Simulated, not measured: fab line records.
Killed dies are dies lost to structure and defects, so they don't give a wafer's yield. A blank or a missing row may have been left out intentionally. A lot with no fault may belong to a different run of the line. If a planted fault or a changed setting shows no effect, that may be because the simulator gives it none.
fab line records	flow nand_harc
[record] lots = 12	wafers = 36	last_day = 33
route steps=1302 shown P_M0@268 P_M1@300 END@1302
lots that met no fault: taken from a fault-free run of the same line
start_h: hours from the record's first day to the start of the lot's first wafer shown	wait_h: time in hours since the lot's previous step	" repeats the value in the row above	L1.1+2: one row covering several wafers at once	- no value, or no start was given	* or withheld: withheld	< > ~ a bound
route shown NAME@n: names a module that has steps shown in the file, with the first one's number in the route	usual: average and standard deviation across the fault-free wafers	same: alike in all rows	chamber/n: place in a boat	sites: readings site by site	_std_site: their standard deviation	_edge_site: the outer-site mean with the inner-site mean subtracted	radius_mm: for every site, how far away it sits from the centre of the wafer	mask NAME#n: copy n	behind: tool/chamber where the wafer was last shaped	hold: why the lot was held/for how many hours/how that ended	device: the n, p or np transistor that did not switch	end of line: the tests these same wafers got at the end of their route	where a step has no rows: the recipe by itself	killed: count of dies lost to structure and defects at first sort (not the wafer's yield)	map: the dies of a wafer, with x for killed, . for not killed, _ for no die there
set.NAME: the setting that was run; set.NAME@STEP: the one run at that earlier step	model.NAME: the simulator's own value behind a step, which no gauge read
route steps across a sampled set of lots; one table per step, one row per wafer
services: a tool's chamber out of use, with start hour (start_h, from the record's first day; less than 0 if before it), hours out, and reason
[[steps]]
[step NHARC_P_M0_ETCH_15]
[recipe] target_depth_a = 1500	overetch_a = 150	time_s = 82.5	c4f8_flow_sccm = withheld	ar_flow_sccm = 400	rf_w = 600	bias_w = 300	chemistry = C4F8/Ar
[usual] oes_product_au = 0.957/0.018	rf_vpp_V = 439.4/2.7	run_length_s = 103.7/0.42
lot.wafer	tool	chamber	start_h	wait_h	oes_product_au	rf_hours_counter_h	rf_vpp_V	run_length_s
L156.2	rie_diel-11	0	-	-	0.969	12	437.1	103.5
L156.4	"	2	"	"	0.937	9	441.8	103.4
L156.5	"	0	"	"	0.969	-	437.0	103.3
L155.4	rie_diel-03	2	-	-	0.990	3	443.8	103.9
L155.3	"	1	"	"	0.949	4	439.3	103.9
L155.6	"	2	"	"	0.987	-	442.3	104.0
L158.3	rie_diel-03	0	-	-	0.976	12	438.6	104.8
L158.6	"	0	"	"	0.976	-	438.5	104.5
L158.5	"	1	"	"	0.959	-	438.4	104.2
L159.1	rie_diel-07	0	-	-	0.959	6	436.7	103.3
L159.3	"	1	"	"	0.980	6	444.8	104.2
L159.4	"	2	"	"	0.994	6	439.4	104.0
L162.1	rie_diel-07	1	-	-	0.955	13	444.6	104.5
L162.4	"	3	"	"	0.924	13	438.0	103.2
L162.6	"	1	"	"	0.955	-	443.3	104.7
L165.4	rie_diel-07	2	-	-	0.972	11	438.2	103.6
L165.1	"	3	"	"	0.959	16	438.3	103.2
L165.6	"	1	"	"	0.960	-	444.6	103.9
L166.4	rie_diel-03	2	-	-	0.923	32	442.1	103.6
L166.3	"	3	"	"	0.891	33	438.0	103.6
L166.1	"	1	"	"	0.922	34	437.9	103.6
L167.2	rie_diel-07	1	-	-	0.930	18	444.0	104.1
L167.5	"	2	"	"	0.940	-	440.6	104.4
L167.6	"	3	"	"	0.947	-	438.3	103.8
L169.1	rie_diel-07	2	-	-	0.966	19	438.4	103.7
L169.4	"	3	"	"	0.962	24	437.7	103.3
L169.2	"	1	"	"	0.951	22	444.8	104.1
L172.4	rie_diel-07	1	-	-	0.964	25	443.5	104.0
L172.3	"	2	"	"	0.993	21	437.5	104.0
L172.6	"	1	"	"	0.951	-	444.4	104.1
L173.1	rie_diel-11	3	-	-	0.947	14	438.7	103.2
L173.4	"	2	"	"	0.963	15	440.1	102.9
L173.5	"	3	"	"	0.947	-	439.6	103.6
L178.2	rie_diel-07	2	-	-	0.974	6	439.2	103.7
L178.4	"	0	"	"	0.961	5	436.7	103.2
L178.6	"	2	"	"	0.970	-	437.7	103.5
[step NHARC_P_M0_STRIP_18]
[recipe] power_w = 1000	n2_flow_sccm = 150	h2_flow_sccm = 150	ar_flow_sccm = 0	bias_w = 0	chemistry = N2/H2
[usual] drypump_motor_current_A = 5.66/0.27	oes_product_au = 0.998/0.01	power_w = 1001/3.2	rf_vpp_V = 90.4/0.93	showerhead_plenum_p_Torr = 2.00/0.097	throttle_valve_pct = 14.171/0.0091
lot.wafer	tool	chamber	start_h	wait_h	drypump_motor_current_A	oes_product_au	power_w	rf_hours_counter_h	rf_vpp_V	showerhead_plenum_p_Torr	throttle_valve_pct
L156.2	rie_diel-07	0	126.32	0.1	5.84	0.989	1006	0	89.1	1.92	14.175
L156.4	"	1	"	"	5.54	1.002	1001	0	90.5	2.17	14.184
L156.5	"	3	"	"	5.43	0.998	997	-	90.3	1.96	14.159
L155.3	rie_diel-07	2	127.07	0.1	5.66	1.028	1002	0	90.7	1.97	14.164
L155.4	"	0	"	"	5.87	0.994	994	0	90.8	1.92	14.182
L155.6	"	2	"	"	5.69	1.019	1001	-	91.4	1.97	14.179
L158.3	rie_diel-07	0	160.91	0.1	5.86	1.005	998	6	89.5	1.92	14.161
L158.6	"	0	"	"	5.84	1.006	1001	-	90.0	1.92	14.173
L158.5	"	1	"	"	5.53	0.998	1004	-	91.6	2.17	14.180
L159.3	rie_diel-07	1	162.21	0.1	5.54	0.991	997	6	91.3	2.17	14.159
L159.4	"	2	"	"	5.66	1.007	1000	6	90.7	1.97	14.166
L159.1	"	0	"	"	5.84	0.998	994	6	88.5	1.92	14.177
L162.4	rie_diel-07	0	192.07	0.1	5.84	1.001	1002	13	91.0	1.91	14.174
L162.1	"	2	"	"	5.66	1.016	1000	8	90.8	1.97	14.192
L162.6	"	0	"	"	5.86	1.014	1001	-	89.5	1.91	14.181
L165.1	rie_diel-07	0	227.85	0.1	5.84	1.008	1002	16	90.4	1.91	14.166
L165.4	"	1	"	"	5.54	0.989	1005	16	91.6	2.16	14.179
L165.6	"	3	"	"	5.44	1.003	1000	-	91.5	1.95	14.159
L166.4	rie_diel-11	0	229.02	0.1	6.16	0.994	1002	52	90.1	1.89	14.172
L166.3	"	1	"	"	5.50	0.997	1002	45	90.6	2.18	14.172
L166.1	"	2	"	"	6.12	0.985	1001	46	90.7	2.02	14.170
L167.2	rie_diel-11	3	246.13	0.1	5.16	0.993	1006	50	89.6	1.96	14.161
L167.6	"	0	"	"	6.18	0.997	997	-	91.0	1.89	14.173
L167.5	"	1	"	"	5.54	0.997	997	-	91.8	2.18	14.179
L169.1	rie_diel-07	1	271.77	0.1	5.53	0.992	1005	22	92.1	2.16	14.170
L169.2	"	2	"	"	5.64	1.002	999	19	90.5	1.96	14.165
L169.4	"	3	"	"	5.40	0.984	1002	24	88.9	1.95	14.174
L172.4	rie_diel-11	0	287.47	0.1	6.13	0.986	1000	8	89.8	1.89	14.149
L172.3	"	2	"	"	6.09	0.985	996	9	90.3	2.02	14.172
L172.6	"	0	"	"	6.13	0.995	997	-	89.8	1.89	14.172
L173.4	rie_diel-11	0	302.07	0.1	6.14	0.994	1007	15	89.3	1.89	14.164
L173.1	"	1	"	"	5.52	1.003	1001	15	91.0	2.17	14.172
L173.5	"	1	"	"	5.52	1.001	1000	-	91.0	2.17	14.170
L178.2	rie_diel-07	3	349.68	0.1	5.44	1.013	998	7	89.1	1.95	14.149
L178.4	"	0	"	"	5.85	1.004	996	5	89.9	1.91	14.163
L178.6	"	0	"	"	5.85	1.005	996	-	88.5	1.91	14.174
[step NHARC_P_M1_ETCH_15]
[recipe] target_depth_a = 1825	time_s = 91.2	c4f8_flow_sccm = withheld	ar_flow_sccm = 400	rf_w = 600	bias_w = 300	chemistry = C4F8/Ar
[usual] oes_product_au = 0.955/0.022	rf_vpp_V = 440.7/2.7	run_length_s = 112.7/0.56
lot.wafer	tool	chamber	start_h	wait_h	oes_product_au	rf_hours_counter_h	rf_vpp_V	run_length_s
L156.2	rie_diel-12	3	130.16	-	0.951	2	436.4	112.6
L156.4	"	2	"	"	0.967	-	441.6	111.6
L156.5	"	3	"	"	0.946	-	436.8	112.6
L155.3	rie_diel-12	0	130.95	-	0.973	3	444.8	113.1
L155.4	"	2	"	"	0.966	-	443.2	112.0
L155.6	"	3	"	"	0.960	-	436.6	112.9
L158.3	rie_diel-06	3	164.77	-	0.937	2	440.8	113.3
L158.6	"	2	"	"	0.933	-	445.1	112.3
L158.5	"	3	"	"	0.933	-	441.2	113.3
L159.1	rie_diel-12	2	166.08	-	0.968	3	442.0	111.5
L159.3	"	3	"	"	0.986	4	438.2	112.6
L159.4	"	0	"	"	0.983	4	443.8	113.1
L162.4	rie_diel-12	1	195.74	-	0.965	5	440.7	112.9
L162.1	"	3	"	"	0.980	6	438.0	112.9
L162.6	"	2	"	"	0.975	-	441.5	111.6
L165.4	rie_diel-06	2	231.50	-	0.981	9	443.5	112.1
L165.1	"	3	"	"	0.978	8	441.2	113.1
L165.6	"	2	"	"	0.974	-	445.7	112.3
L166.3	rie_diel-13	3	232.69	-	0.983	24	441.5	113.2
L166.4	"	0	"	"	0.975	21	439.8	113.0
L166.1	"	1	"	"	0.956	20	440.6	112.5
L167.2	rie_diel-12	2	249.77	-	0.923	8	442.2	111.4
L167.6	"	1	"	"	0.920	-	441.0	112.9
L167.5	"	2	"	"	0.920	-	441.2	111.6
L169.4	rie_diel-13	0	275.49	-	0.974	36	440.9	112.8
L169.1	"	1	"	"	0.964	35	438.2	112.2
L169.2	"	3	"	"	0.989	39	443.5	112.5
L172.3	rie_diel-12	2	291.29	-	0.961	1	442.5	111.6
L172.6	"	2	"	"	0.967	-	442.7	111.7
L172.4	"	0	"	"	0.963	-	443.5	112.8
L173.1	rie_diel-13	0	305.94	-	0.913	43	441.8	103.1
L173.4	"	3	"	"	0.925	46	441.5	112.5
L173.5	"	0	"	"	0.918	-	443.6	103.8
L178.2	rie_diel-12	0	353.89	-	0.953	4	443.5	113.5
L178.4	"	1	"	"	0.957	3	439.7	113.7
L178.6	"	1	"	"	0.949	-	439.3	112.8
[step NHARC_P_M1_DEGAS_29]
[recipe] temp_c = 250	time_s = 60
[usual] heater_power_w = 337/40	susceptor_temp_C = 250.02/0.17
lot.wafer	tool	chamber	start_h	wait_h	heater_power_w	susceptor_temp_C
L156.4	pvd_sputter-03	-	131.01	-	339	-
L156.2	"	-	"	"	361	-
L156.5	"	-	"	"	336	-
L155.4	pvd_sputter-02	-	131.87	-	360	249.98
L155.3	"	-	"	"	348	250.21
L155.6	"	-	"	"	342	250.12
L158.3	pvd_sputter-03	-	165.62	-	348	250.10
L158.5	"	-	"	"	343	249.52
L158.6	"	-	"	"	379	250.11
L159.3	pvd_sputter-02	-	166.96	-	265	250.24
L159.1	"	-	"	"	369	250.17
L159.4	"	-	"	"	337	250.01
L162.1	pvd_sputter-02	-	196.59	-	339	249.83
L162.4	"	-	"	"	270	250.29
L162.6	"	-	"	"	340	249.97
L165.1	pvd_sputter-02	-	232.37	-	351	250.12
L165.4	"	-	"	"	350	249.91
L165.6	"	-	"	"	353	249.82
L166.1	pvd_sputter-02	-	233.54	-	346	250.17
L166.4	"	-	"	"	351	249.88
L166.3	"	-	"	"	359	250.15
L167.2	pvd_sputter-03	-	250.61	-	375	249.91
L167.6	"	-	"	"	385	250.01
L167.5	"	-	"	"	326	250.00
L169.1	pvd_sputter-02	-	276.33	-	350	249.90
L169.4	"	-	"	"	268	250.07
L169.2	"	-	"	"	352	250.19
L172.4	pvd_sputter-03	-	292.15	-	321	249.89
L172.3	"	-	"	"	320	250.14
L172.6	"	-	"	"	327	250.05
L173.1	pvd_sputter-03	-	306.80	-	318	249.89
L173.4	"	-	"	"	385	250.26
L173.5	"	-	"	"	324	250.11
L178.2	pvd_sputter-02	-	354.75	-	265	249.91
L178.4	"	-	"	"	370	249.99
L178.6	"	-	"	"	375	249.99
[step NHARC_END_SORT_01]
[recipe] temp_c = 25
[usual] defect_limited_yield = 91.0/2.8	killed_at_array = 56/18	killed_at_other = 1.4/1.5	killed_at_periphery = 4/3.1	killed_dies = 61/19	killed_open = 3.5/1.8	killed_short = 2.4/1.4
[same] gross_dies = 677
lot.wafer	tool	chamber	start_h	wait_h	defect_limited_yield[%]	killed_at_array	killed_at_other	killed_at_periphery	killed_dies	killed_open	killed_short
L159.1	prober-02	0	600.96	2.5	88.5	71	1	6	78	3	2
L159.3	prober-02	0	602.53	3.1	90.7	58	2	3	63	2	2
L159.4	prober-02	0	603.31	3.4	88.5	67	7	4	78	6	1
L172.3	prober-02	0	716.00	3.1	91.3	56	2	1	59	5	1
L172.4	prober-02	0	716.80	3.4	91.9	48	4	3	55	7	1
L172.6	prober-02	0	718.40	4.0	92.3	46	2	4	52	4	2
L169.1	prober-02	0	729.28	2.5	91.9	50	1	4	55	2	2
L169.2	prober-02	0	730.06	2.8	91.7	52	1	3	56	6	6
L169.4	prober-02	0	731.63	3.3	91.9	48	4	3	55	4	1
L173.1	prober-02	0	738.62	2.5	87.0	79	2	7	88	2	2
L173.5	prober-02	0	741.78	3.7	87.9	78	1	3	82	3	3
// killed by level:class
L159.1 A_CHANNEL_HOLE_D1:chamber_film_flake=33 A_CHANNEL_HOLE_D2:chamber_film_flake=28 P_ZERO_WELL:chamber_film_flake=3 A_CHANNEL_FILL_D2:chamber_film_flake=3 A_WL_FILL:geometric_particle:short=2 P_GATE:geometric_particle:open=1 P_CONTACT:geometric_particle:open=1 A_M1:geometric_particle:open=1
L159.3 A_CHANNEL_HOLE_D1:chamber_film_flake=32 A_CHANNEL_HOLE_D2:chamber_film_flake=16 A_STAIRCASE:chamber_film_flake=3 A_CHANNEL_FILL_D2:chamber_film_flake=3 THIN_TSV:chamber_film_flake=2 P_STI:geometric_particle:short=1 P_M1:geometric_particle:open=1 A_SOURCE_PLATE:geometric_particle:short=1
L159.4 A_CHANNEL_HOLE_D2:chamber_film_flake=29 A_CHANNEL_HOLE_D1:chamber_film_flake=19 THIN_TSV:chamber_film_flake=7 A_STAIRCASE:chamber_film_flake=5 A_DECK1_JOINT:chamber_film_flake=4 A_CHANNEL_FILL_D2:chamber_film_flake=3 P_CONTACT:geometric_particle:open=2 A_ONON_D2:geometric_particle:open=2
L172.3 A_CHANNEL_HOLE_D1:chamber_film_flake=36 A_CONTACT:chamber_film_flake=7 A_SLIT:chamber_film_flake=3 A_STAIRCASE:chamber_film_flake=2 THIN_TSV:chamber_film_flake=2 A_ONON_D1:geometric_particle:open=1 A_CHANNEL_HOLE_D1:geometric_particle:open=1 A_CHANNEL_FILL_D1:geometric_particle:open=1
L172.4 A_CHANNEL_HOLE_D1:chamber_film_flake=30 A_CONTACT:chamber_film_flake=8 THIN_TSV:chamber_film_flake=4 A_STAIRCASE:chamber_film_flake=2 A_SLIT:chamber_film_flake=2 P_GATE:geometric_particle:open=1 P_CONTACT:geometric_particle:open=1 P_M1:geometric_particle:open=1
L172.6 A_CHANNEL_HOLE_D1:chamber_film_flake=33 A_SLIT:chamber_film_flake=6 A_CONTACT:chamber_film_flake=3 P_M1:geometric_particle:open=2 THIN_TSV:chamber_film_flake=2 P_CONTACT:geometric_particle:open=1 P_M2:geometric_particle:open=1 A_ONON_D2:geometric_particle:short=1
L169.1 A_CHANNEL_HOLE_D2:chamber_film_flake=21 A_SLIT:chamber_film_flake=11 A_CHANNEL_HOLE_D1:chamber_film_flake=8 P_GATE:chamber_film_flake=3 A_STAIRCASE:chamber_film_flake=2 A_ONON_D1:geometric_particle:open=1 A_ONON_D2:geometric_particle:short=1 A_WL_FILL:geometric_particle:short=1
L169.2 A_CHANNEL_HOLE_D2:chamber_film_flake=15 A_CHANNEL_HOLE_D1:chamber_film_flake=11 A_SLIT:chamber_film_flake=10 A_BLC:chamber_film_flake=4 A_WL_FILL:geometric_particle:short=3 A_ONON_D2:geometric_particle:open=2 P_CONTACT:geometric_particle:short=1 A_ONON_D1:geometric_particle:short=1
L169.4 A_CHANNEL_HOLE_D2:chamber_film_flake=17 A_CHANNEL_HOLE_D1:chamber_film_flake=10 A_SLIT:chamber_film_flake=5 A_CONTACT:chamber_film_flake=5 A_STAIRCASE:chamber_film_flake=3 THIN_TSV:chamber_film_flake=3 A_BLC:chamber_film_flake=2 P_STI:geometric_particle:short=1
L173.1 A_CHANNEL_HOLE_D1:chamber_film_flake=35 A_SLIT:chamber_film_flake=31 P_M1:area_etch=7 A_CONTACT:chamber_film_flake=4 A_WL_FILL:chamber_film_flake=3 A_CHANNEL_HOLE_D2:geometric_particle:short=2 THIN_TSV:chamber_film_flake=2 A_ONON_D1:geometric_particle:open=1
L173.5 A_SLIT:chamber_film_flake=33 A_CHANNEL_HOLE_D1:chamber_film_flake=29 A_WL_FILL:chamber_film_flake=3 A_CONTACT:chamber_film_flake=3 P_M1:area_etch=3 A_CHANNEL_FILL_D1:geometric_particle:short=1 A_DECK1_JOINT:geometric_particle:open=1 A_ONON_D2:geometric_particle:short=1
[[services]]
tool	chamber	start_h	hours	kind
pvd_sputter-02	-	104.00	10.0	pm
rie_diel-12	2	110.85	8.3	repair
rie_diel-07	-	117.20	9.0	pm
rie_diel-12	1	127.38	14.8	repair
rie_diel-11	-	143.45	1.7	repair
rie_diel-07	2	163.60	20.6	repair
rie_diel-11	-	164.37	0.3	repair
pvd_sputter-03	-	170.00	10.0	pm
rie_diel-07	-	174.84	1.2	repair
rie_diel-11	1	184.70	14.5	repair
rie_diel-07	-	205.51	1.2	repair
rie_diel-11	2	222.94	2.6	repair
rie_diel-12	0	233.15	14.6	repair
rie_diel-11	3	235.38	1.8	repair
rie_diel-11	-	257.04	9.0	pm
rie_diel-12	-	268.40	9.0	pm
rie_diel-12	1	280.85	24.9	repair
pvd_sputter-02	-	282.00	10.0	pm
rie_diel-07	-	294.27	9.0	pm
rie_diel-07	0	308.65	4.3	repair
pvd_sputter-03	-	314.12	4.6	repair
pvd_sputter-02	-	318.99	0.9	repair
rie_diel-07	-	336.90	0.4	repair
pvd_sputter-03	-	348.00	10.0	pm
[[key]]
[first_sign] step = NHARC_P_M1_ETCH_15	reading = run_length_s	direction = down	sigmas = 17	usual = *	struck = *
effect none on later readings
met_at NHARC_P_M1_ETCH_15
struck_lots L173
struck_wafers L173.1,L173.5
not_acting_at NHARC_P_M0_ETCH_15,NHARC_P_M0_STRIP_18,NHARC_P_M1_DEGAS_29
onset_between 275.49 305.94
[fault] kind = process_parameter_drift	tool = rie_diel-13	chamber = 0	onset_h = 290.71	steps = NHARC_P_M1_ETCH_15	channel = time_s	offset = *	shape = step	end_h = 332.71	acts_in = *	stated = *
